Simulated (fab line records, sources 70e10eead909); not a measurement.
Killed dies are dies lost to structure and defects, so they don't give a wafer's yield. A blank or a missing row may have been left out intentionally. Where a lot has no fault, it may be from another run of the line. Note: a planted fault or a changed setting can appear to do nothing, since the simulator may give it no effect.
3 desks looking at one fault :: flow nand-harc :: what lay behind the numbers comes last; until then each desk has only its own

FOR THE TOOL OWNER'S DESK: lpcvd-poly-03
The tool's own readings at NHARC_A_SOURCE_PLATE_CVD_03 (deposits poly-Si, target thk 200 nm, time 4000 s): means of the sampled wafers that have a number, for each lot that ran on this tool. If a lot's mean is further than 4 standard deviations from the usual mean, the lot is out of limits and carries the mark OUT (the distance appears in the brackets).
Columns: A = spike-tc-lower-C at NHARC_A_SOURCE_PLATE_CVD_03, usual 620.0 C; B = zone-power-lower-pct at NHARC_A_SOURCE_PLATE_CVD_03, usual 9.1 %
lot: L240
first seen here: day 7 10:58
A: 618.9
B: 9.1

lot: L241
first seen here: day 7 10:58
A: 618.0
B: 9.1

lot: L243
first seen here: day 8 21:59
A: 618.6
B: 9.2

lot: L244
first seen here: day 8 21:59
A: 619.3
B: 9.2

lot: L252
first seen here: day 12 10:18
A: 618.8
B: 9.3

lot: L254
first seen here: day 13 10:03
A: 619.3
B: 9.0

lot: L255
first seen here: day 13 10:03
A: 617.9
B: 9.1

lot: L257
first seen here: day 14 03:19
A: 618.1
B: 9.2

lot: L262
first seen here: day 16 16:25
A: 617.6
B: 9.2

lot: L263
first seen here: day 16 16:25
A: 618.8
B: 9.2
Finding of this desk: none of the 10 lots has anything out of limits.

THE METROLOGY DESK
Lot by lot, what the gauges showed, no matter which tool ran the lot: averages of those sampled wafers that carry a number. If a lot's mean is further than 4 standard deviations from the usual mean, the lot is out of limits and carries the mark OUT (the distance appears in the brackets).
Columns: A = thk-nm at NHARC_A_SOURCE_PLATE_THK_MEAS_06, usual 200.2 nm; B = thk-nm at NHARC_A_ONON_D1_THK_MEAS_02, usual 1000 nm
lot: L240
first seen here: day 7 20:58
A: 197.5
B: 1004

lot: L241
first seen here: day 7 20:58
A: 202.1
B: 982

lot: L243
first seen here: day 9 08:28
A: 201.7
B: 989

lot: L244
first seen here: day 9 08:28
A: 198.8
B: 991

lot: L247
first seen here: day 10 12:58
A: 201.3
B: 1000

lot: L252
first seen here: day 12 22:11
A: 196.8
B: 993

lot: L254
first seen here: day 13 21:08
A: 200.9
B: 997

lot: L255
first seen here: day 13 21:08
A: 198.4
B: 1016

lot: L256
first seen here: day 14 10:32
A: 199.3
B: 1001

lot: L257
first seen here: day 14 13:45
A: 195.8
B: 996

lot: L259
first seen here: day 15 21:35
A: 202.8
B: 1004

lot: L261
first seen here: day 16 07:48
A: 202.9
B: 1004

lot: L262
first seen here: day 17 02:55
A: 201.3
B: 1009

lot: L263
first seen here: day 17 02:55
A: 200.3
B: 1004
Finding of this desk: none of the 14 lots has anything out of limits.

THE DEFECT DESK
Lot by lot, what the route's inspections counted, given as the mean of those sampled wafers with a number. If a lot's mean is further than 4 standard deviations from the usual mean, the lot is out of limits and carries the mark OUT (the distance appears in the brackets).
Columns: A = raw-defect-count at NHARC_A_SOURCE_PLATE_INSPECT_08, usual 53
lot: L241
first seen here: day 7 21:02
A: 63

lot: L240
first seen here: day 7 21:02
A: 32

lot: L243
first seen here: day 9 08:33
A: 962 (+43) OUT

lot: L244
first seen here: day 9 08:33
A: 926 (+42) OUT

lot: L247
first seen here: day 10 13:02
A: 64

lot: L252
first seen here: day 12 22:18
A: 79

lot: L254
first seen here: day 13 21:13
A: 62

lot: L255
first seen here: day 13 21:13
A: 42

lot: L256
first seen here: day 14 10:36
A: 53

lot: L257
first seen here: day 14 13:50
A: 75

lot: L259
first seen here: day 15 21:40
A: 39

lot: L261
first seen here: day 16 07:54
A: 41

lot: L262
first seen here: day 17 02:59
A: 71

lot: L263
first seen here: day 17 02:59
A: 60
Finding of this desk: L243, L244 out of limits; the first was L243 at day 9 08:33, on raw-defect-count at NHARC_A_SOURCE_PLATE_INSPECT_08. L241, L240, L247, L252, L254, L255, L256, L257, L259, L261, L262, L263 stayed within limits.

ALL TOGETHER
The defect desk could have raised an alarm at day 9 08:33, on L243, L244.
Nothing out of limits was seen by the tool owner's desk.
The metrology desk saw nothing out of limits.
On record at the tool owner's desk: L243, L244, within its limits.
The metrology desk has L243, L244 on record, within its limits.
Every lot named ran NHARC_A_SOURCE_PLATE_CVD_03 on lpcvd-poly-03.

WHAT WAS PUT IN BY THE SIMULATOR
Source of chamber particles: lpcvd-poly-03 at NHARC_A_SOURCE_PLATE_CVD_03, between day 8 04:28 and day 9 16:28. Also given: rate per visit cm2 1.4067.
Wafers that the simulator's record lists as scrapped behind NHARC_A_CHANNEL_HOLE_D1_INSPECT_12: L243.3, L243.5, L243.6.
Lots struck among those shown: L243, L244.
Hours from the fault's start to each desk's first reading out of limits: the defect desk, 28.
